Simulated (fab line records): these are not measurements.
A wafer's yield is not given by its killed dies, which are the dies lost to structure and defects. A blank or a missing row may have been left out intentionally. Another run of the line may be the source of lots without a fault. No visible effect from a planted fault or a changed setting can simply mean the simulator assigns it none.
Matching of chambers | flow n5 finfet | N5_FIN_CUT_CUT_ETCH_26 on rie diel-04: 4 sister chambers
The step etches SiNx in CH3F/O2, target depth 39 nm, time 55.7 s. 8 wafers are shown with their chamber, then 7 later ones without.

## WAFERS PAIRED WITH THEIR CHAMBERS
wafer  | chamber | drypump motor current A (A) | showerhead plenum p Torr (Torr)
L079.2 | 3       | 5.0                         | 1.99
L079.6 | 1       | 5.5                         | 2.02
L080.3 | 2       | 6.5                         | 1.91
L083.2 | 0       | 6.1                         | 2.00
L083.5 | 3       | 5.0                         | 1.98
L083.6 | 0       | 6.2                         | 2.00
L086.1 | 2       | 6.6                         | 1.91
L086.5 | 1       | 5.5                         | 2.02

## WAFERS WITHOUT THEIR CHAMBER
wafer  | drypump motor current A (A) | showerhead plenum p Torr (Torr)
L086.6 | 6.2                         | 2.00
L093.1 | 5.0                         | 1.98
L093.4 | 5.5                         | 2.01
L093.5 | 6.5                         | 1.90
L095.2 | 5.5                         | 2.01
L095.3 | 6.6                         | 1.90
L095.4 | 5.0                         | 1.98

## THE CHAMBER EACH PASSED THROUGH
wafer  | from the rows above | in truth
L086.6 | 0                   | 0
L093.1 | 3                   | 3
L093.4 | 1                   | 1
L093.5 | 2                   | 2
L095.2 | 1                   | 1
L095.3 | 2                   | 2
L095.4 | 3                   | 3
Correctly placed: 7 of 7. Not placeable from these rows: 0. Wrongly placed: 0.
How it was worked out, from the rows above alone: a wafer's distance from a chamber is the root of the sum, over the readings, of the square of ((its reading less the chamber's mean) divided by the reading's scatter). If the next closest chamber is less than 2 further off than the closest, the wafer can't be placed; otherwise it belongs to the closest. Each chamber's mean is taken over the wafers shown for it. The scatter: the root of (the sum of the squares of (reading less its chamber's mean) over the shown wafers, divided by (wafers less chambers)).
